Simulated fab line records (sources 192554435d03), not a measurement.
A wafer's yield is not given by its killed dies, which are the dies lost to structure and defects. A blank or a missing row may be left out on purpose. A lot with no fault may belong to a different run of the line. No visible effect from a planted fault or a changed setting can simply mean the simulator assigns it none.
Which of the tools did it? / flow n5Finfet / 24 lots with 72 wafers sampled at 3 steps, on a route of 1938 steps

WHAT THE GAUGES SHOWED, per wafer
N5_MOL_CONTACT_COAG_INSPECT_42: inspects for defects (brightfield). Usual: rawDefectCount reads 199 (standard deviation 51).
lot=L074; measured=day 5 01:44; on=defectInspect-01; rawDefectCount=155 137 201; flag=
lot=L075; measured=day 5 13:52; on=defectInspect-01; rawDefectCount=178 169 248; flag=
lot=L076; measured=day 5 17:01; on=defectInspect-01; rawDefectCount=268 185 161; flag=
lot=L077; measured=day 5 20:43; on=defectInspect-02; rawDefectCount=136 204 171; flag=
lot=L078; measured=day 6 06:34; on=defectInspect-01; rawDefectCount=177 139 158; flag=
lot=L079; measured=day 6 10:35; on=defectInspect-01; rawDefectCount=267 178 239; flag=
lot=L080; measured=day 6 16:49; on=defectInspect-01; rawDefectCount=207 200 173; flag=
lot=L081; measured=day 6 19:20; on=defectInspect-01; rawDefectCount=143 145 199; flag=
lot=L082; measured=day 7 05:08; on=defectInspect-02; rawDefectCount=318 346 245; flag=
lot=L083; measured=day 7 11:53; on=defectInspect-02; rawDefectCount=159 188 227; flag=
lot=L084; measured=day 7 16:04; on=defectInspect-02; rawDefectCount=191 225 117; flag=
lot=L085; measured=day 8 02:32; on=defectInspect-02; rawDefectCount=257 207 213; flag=
lot=L086; measured=day 8 06:02; on=defectInspect-02; rawDefectCount=159 159 130; flag=
lot=L087; measured=day 8 11:15; on=defectInspect-01; rawDefectCount=212 245 296; flag=
lot=L088; measured=day 8 14:16; on=defectInspect-02; rawDefectCount=255 264 220; flag=
lot=L089; measured=day 8 19:14; on=defectInspect-01; rawDefectCount=244 266 176; flag=
lot=L090; measured=day 9 04:08; on=defectInspect-01; rawDefectCount=237 207 318; flag=
lot=L091; measured=day 9 07:31; on=defectInspect-02; rawDefectCount=172 143 209; flag=
lot=L092; measured=day 9 16:33; on=defectInspect-02; rawDefectCount=165 131 182; flag=
lot=L093; measured=day 9 19:16; on=defectInspect-01; rawDefectCount=167 226 296; flag=
lot=L094; measured=day 10 09:13; on=defectInspect-01; rawDefectCount=158 121 196; flag=
lot=L095; measured=day 10 09:16; on=defectInspect-02; rawDefectCount=185 120 181; flag=
lot=L096; measured=day 10 22:44; on=defectInspect-01; rawDefectCount=140 191 167; flag=
lot=L097; measured=day 11 01:05; on=defectInspect-01; rawDefectCount=164 168 235; flag=

N5_MOL_CONTACT_COAG_INSPECT_97: inspects for defects (darkfield). Usual: rawDefectCount reads 43 (standard deviation 16).
lot=L074; measured=day 5 06:35; on=defectInspect-01; rawDefectCount=38 40 24; flag=
lot=L075; measured=day 5 18:45; on=defectInspect-01; rawDefectCount=26 52 63; flag=
lot=L076; measured=day 5 21:51; on=defectInspect-01; rawDefectCount=27 45 35; flag=
lot=L077; measured=day 6 01:24; on=defectInspect-01; rawDefectCount=39 78 46; flag=
lot=L078; measured=day 6 11:13; on=defectInspect-02; rawDefectCount=49 64 69; flag=
lot=L079; measured=day 6 15:28; on=defectInspect-02; rawDefectCount=25 18 37; flag=
lot=L080; measured=day 6 21:33; on=defectInspect-02; rawDefectCount=28 25 33; flag=
lot=L081; measured=day 7 01:02; on=defectInspect-01; rawDefectCount=21 35 36; flag=
lot=L082; measured=day 7 09:47; on=defectInspect-01; rawDefectCount=30 21 30; flag=
lot=L083; measured=day 7 16:45; on=defectInspect-02; rawDefectCount=39 64 58; flag=
lot=L084; measured=day 7 20:47; on=defectInspect-02; rawDefectCount=58 42 57; flag=
lot=L085; measured=day 8 07:19; on=defectInspect-02; rawDefectCount=38 44 43; flag=
lot=L086; measured=day 8 10:59; on=defectInspect-02; rawDefectCount=78 62 80; flag=
lot=L087; measured=day 8 15:58; on=defectInspect-01; rawDefectCount=40 38 26; flag=
lot=L088; measured=day 8 19:58; on=defectInspect-02; rawDefectCount=56 53 59; flag=
lot=L089; measured=day 8 23:53; on=defectInspect-02; rawDefectCount=49 34 25; flag=
lot=L090; measured=day 9 09:10; on=defectInspect-01; rawDefectCount=20 28 31; flag=
lot=L091; measured=day 9 12:10; on=defectInspect-01; rawDefectCount=38 24 50; flag=
lot=L092; measured=day 9 21:52; on=defectInspect-01; rawDefectCount=27 34 32; flag=
lot=L093; measured=day 10 00:52; on=defectInspect-01; rawDefectCount=26 26 34; flag=
lot=L094; measured=day 10 14:04; on=defectInspect-02; rawDefectCount=49 39 47; flag=
lot=L095; measured=day 10 17:02; on=defectInspect-02; rawDefectCount=38 43 79; flag=
lot=L096; measured=day 11 03:41; on=defectInspect-02; rawDefectCount=57 57 88; flag=
lot=L097; measured=day 11 06:40; on=defectInspect-02; rawDefectCount=57 55 41; flag=

WHAT TOOL EACH LOT RAN ON (gives the tool, then ch and the chambers of the sampled wafers, and finally the start)
lot=L074; N5_MOL_CONTACT_COAG_ETCH_65=rieDiel-01 ch 0,2, day 5 01:48
lot=L075; N5_MOL_CONTACT_COAG_ETCH_65=rieDiel-03 ch 1,2,3, day 5 13:56
lot=L076; N5_MOL_CONTACT_COAG_ETCH_65=rieDiel-01 ch 1,2,3, day 5 17:14
lot=L077; N5_MOL_CONTACT_COAG_ETCH_65=rieDiel-03 ch 0,1, day 5 20:47
lot=L078; N5_MOL_CONTACT_COAG_ETCH_65=rieDiel-05 ch 1,3, day 6 06:38
lot=L079; N5_MOL_CONTACT_COAG_ETCH_65=rieDiel-03 ch 0,1,2, day 6 10:40
lot=L080; N5_MOL_CONTACT_COAG_ETCH_65=rieDiel-01 ch 1,3, day 6 16:55
lot=L081; N5_MOL_CONTACT_COAG_ETCH_65=rieDiel-03 ch 2,3, day 6 20:07
lot=L082; N5_MOL_CONTACT_COAG_ETCH_65=rieDiel-01 ch 2,3, day 7 05:13
lot=L083; N5_MOL_CONTACT_COAG_ETCH_65=rieDiel-03 ch 1,2, day 7 11:58
lot=L084; N5_MOL_CONTACT_COAG_ETCH_65=rieDiel-03 ch 1,3, day 7 16:08
lot=L085; N5_MOL_CONTACT_COAG_ETCH_65=rieDiel-01 ch 0,1,3, day 8 02:41
lot=L086; N5_MOL_CONTACT_COAG_ETCH_65=rieDiel-01 ch 0,2,3, day 8 06:20
lot=L087; N5_MOL_CONTACT_COAG_ETCH_65=rieDiel-05 ch 0,2, day 8 11:19
lot=L088; N5_MOL_CONTACT_COAG_ETCH_65=rieDiel-05 ch 1,2,3, day 8 14:20
lot=L089; N5_MOL_CONTACT_COAG_ETCH_65=rieDiel-03 ch 1,2,3, day 8 19:18
lot=L090; N5_MOL_CONTACT_COAG_ETCH_65=rieDiel-01 ch 0,3, day 9 04:28
lot=L091; N5_MOL_CONTACT_COAG_ETCH_65=rieDiel-03 ch 0,2,3, day 9 07:35
lot=L092; N5_MOL_CONTACT_COAG_ETCH_65=rieDiel-01 ch 1,3, day 9 17:05
lot=L093; N5_MOL_CONTACT_COAG_ETCH_65=rieDiel-01 ch 1,3, day 9 19:20
lot=L094; N5_MOL_CONTACT_COAG_ETCH_65=rieDiel-03 ch 1,2, day 10 09:22
lot=L095; N5_MOL_CONTACT_COAG_ETCH_65=rieDiel-05 ch 0,1, day 10 09:23
lot=L096; N5_MOL_CONTACT_COAG_ETCH_65=rieDiel-01 ch 0,1,2, day 10 22:49
lot=L097; N5_MOL_CONTACT_COAG_ETCH_65=rieDiel-03 ch 1,2, day 11 01:09
- N5_MOL_CONTACT_COAG_ETCH_65: etches underlayer in N2/H2, target depth 13 nm, time 10.4 s.

AS READ BY THE TOOLS THEMSELVES (means over the sampled wafers that have a number; for cases with no such wafer, the mark the record gives instead)
N5_MOL_CONTACT_COAG_ETCH_65. Usual: drypumpMotorCurrentA 5.8 A, standard deviation 0.4; etchRfOnTimeS 10.3 s, standard deviation 0.31; oesProductAu 0.70 a.u., standard deviation 0.086; rfVppV 524 V, standard deviation 3.3; showerheadPlenumPTorr 2.55 Torr, standard deviation 0.11; throttleValvePct 17.86 %, standard deviation 0.23.
lot=L074; tool=rieDiel-01; drypumpMotorCurrentA (A)=5.3; etchRfOnTimeS (s)=10.4; oesProductAu (a.u.)=0.59; rfVppV (V)=522; showerheadPlenumPTorr (Torr)=2.49; throttleValvePct (%)=17.89; flag=
lot=L075; tool=rieDiel-03; drypumpMotorCurrentA (A)=5.9; etchRfOnTimeS (s)=10.5; oesProductAu (a.u.)=0.67; rfVppV (V)=524; showerheadPlenumPTorr (Torr)=2.56; throttleValvePct (%)=17.85; flag=
lot=L076; tool=rieDiel-01; drypumpMotorCurrentA (A)=5.8; etchRfOnTimeS (s)=10.0; oesProductAu (a.u.)=0.75; rfVppV (V)=524; showerheadPlenumPTorr (Torr)=2.57; throttleValvePct (%)=17.80; flag=
lot=L077; tool=rieDiel-03; drypumpMotorCurrentA (A)=5.6; etchRfOnTimeS (s)=10.4; oesProductAu (a.u.)=0.66; rfVppV (V)=522; showerheadPlenumPTorr (Torr)=2.51; throttleValvePct (%)=17.89; flag=
lot=L078; tool=rieDiel-05; drypumpMotorCurrentA (A)=5.5; etchRfOnTimeS (s)=10.4; oesProductAu (a.u.)=0.59; rfVppV (V)=524; showerheadPlenumPTorr (Torr)=2.59; throttleValvePct (%)=18.12; flag=
lot=L079; tool=rieDiel-03; drypumpMotorCurrentA (A)=5.6; etchRfOnTimeS (s)=10.5; oesProductAu (a.u.)=0.65; rfVppV (V)=523; showerheadPlenumPTorr (Torr)=2.52; throttleValvePct (%)=17.99; flag=
lot=L080; tool=rieDiel-01; drypumpMotorCurrentA (A)=6.3; etchRfOnTimeS (s)=10.0; oesProductAu (a.u.)=0.79; rfVppV (V)=527; showerheadPlenumPTorr (Torr)=2.63; throttleValvePct (%)=17.85; flag=
lot=L081; tool=rieDiel-03; drypumpMotorCurrentA (A)=6.0; etchRfOnTimeS (s)=10.5; oesProductAu (a.u.)=0.60; rfVppV (V)=522; showerheadPlenumPTorr (Torr)=2.46; throttleValvePct (%)=17.94; flag=
lot=L082; tool=rieDiel-01; drypumpMotorCurrentA (A)=5.5; etchRfOnTimeS (s)=10.1; oesProductAu (a.u.)=0.82; rfVppV (V)=526; showerheadPlenumPTorr (Torr)=2.55; throttleValvePct (%)=17.49; flag=
lot=L083; tool=rieDiel-03; drypumpMotorCurrentA (A)=5.6; etchRfOnTimeS (s)=10.4; oesProductAu (a.u.)=0.65; rfVppV (V)=523; showerheadPlenumPTorr (Torr)=2.52; throttleValvePct (%)=18.10; flag=
lot=L084; tool=rieDiel-03; drypumpMotorCurrentA (A)=6.1; etchRfOnTimeS (s)=10.1; oesProductAu (a.u.)=0.67; rfVppV (V)=524; showerheadPlenumPTorr (Torr)=2.58; throttleValvePct (%)=17.69; flag=
lot=L085; tool=rieDiel-01; drypumpMotorCurrentA (A)=6.0; etchRfOnTimeS (s)=10.3; oesProductAu (a.u.)=0.76; rfVppV (V)=524; showerheadPlenumPTorr (Torr)=2.57; throttleValvePct (%)=17.85; flag=
lot=L086; tool=rieDiel-01; drypumpMotorCurrentA (A)=5.8; etchRfOnTimeS (s)=10.2; oesProductAu (a.u.)=0.78; rfVppV (V)=524; showerheadPlenumPTorr (Torr)=2.56; throttleValvePct (%)=17.67; flag=
lot=L087; tool=rieDiel-05; drypumpMotorCurrentA (A)=5.6; etchRfOnTimeS (s)=10.5; oesProductAu (a.u.)=0.68; rfVppV (V)=522; showerheadPlenumPTorr (Torr)=2.46; throttleValvePct (%)=18.05; flag=
lot=L088; tool=rieDiel-05; drypumpMotorCurrentA (A)=5.6; etchRfOnTimeS (s)=10.5; oesProductAu (a.u.)=0.70; rfVppV (V)=525; showerheadPlenumPTorr (Torr)=2.60; throttleValvePct (%)=17.83; flag=
lot=L089; tool=rieDiel-03; drypumpMotorCurrentA (A)=5.9; etchRfOnTimeS (s)=10.3; oesProductAu (a.u.)=0.64; rfVppV (V)=523; showerheadPlenumPTorr (Torr)=2.55; throttleValvePct (%)=17.90; flag=
lot=L090; tool=rieDiel-01; drypumpMotorCurrentA (A)=5.9; etchRfOnTimeS (s)=10.4; oesProductAu (a.u.)=0.76; rfVppV (V)=524; showerheadPlenumPTorr (Torr)=2.56; throttleValvePct (%)=17.82; flag=
lot=L091; tool=rieDiel-03; drypumpMotorCurrentA (A)=5.9; etchRfOnTimeS (s)=10.5; oesProductAu (a.u.)=0.67; rfVppV (V)=523; showerheadPlenumPTorr (Torr)=2.54; throttleValvePct (%)=17.76; flag=
lot=L092; tool=rieDiel-01; drypumpMotorCurrentA (A)=6.3; etchRfOnTimeS (s)=9.9; oesProductAu (a.u.)=0.76; rfVppV (V)=526; showerheadPlenumPTorr (Torr)=2.62; throttleValvePct (%)=17.90; flag=
lot=L093; tool=rieDiel-01; drypumpMotorCurrentA (A)=6.0; etchRfOnTimeS (s)=9.9; oesProductAu (a.u.)=0.76; rfVppV (V)=524; showerheadPlenumPTorr (Torr)=2.56; throttleValvePct (%)=17.89; flag=
lot=L094; tool=rieDiel-03; drypumpMotorCurrentA (A)=5.5; etchRfOnTimeS (s)=10.3; oesProductAu (a.u.)=0.68; rfVppV (V)=525; showerheadPlenumPTorr (Torr)=2.61; throttleValvePct (%)=18.09; flag=
lot=L095; tool=rieDiel-05; drypumpMotorCurrentA (A)=5.6; etchRfOnTimeS (s)=10.5; oesProductAu (a.u.)=0.72; rfVppV (V)=521; showerheadPlenumPTorr (Torr)=2.45; throttleValvePct (%)=17.96; flag=
lot=L096; tool=rieDiel-01; drypumpMotorCurrentA (A)=5.5; etchRfOnTimeS (s)=10.2; oesProductAu (a.u.)=0.75; rfVppV (V)=523; showerheadPlenumPTorr (Torr)=2.48; throttleValvePct (%)=17.69; flag=
lot=L097; tool=rieDiel-03; drypumpMotorCurrentA (A)=5.6; etchRfOnTimeS (s)=10.5; oesProductAu (a.u.)=0.62; rfVppV (V)=523; showerheadPlenumPTorr (Torr)=2.51; throttleValvePct (%)=18.16; flag=

THE ANSWER, worked out from the rows above alone
Rule: a lot is off if the mean of its wafers that have a number lies more than 3 standard deviations from the usual mean. A lot without any number at a reading at which 4 lots or more have one is off too. The other lots that the step has rows for count as sound. After the gauges, taken in route order, come the tools' own readings; for these a lot's mean is taken, as printed above. At the first step where some lot is off, the reading lying furthest off is the one used; lots without a number count as furthest.
None of the lots is off at any reading shown; this tells nothing.

WHAT THE SIMULATOR PUT IN
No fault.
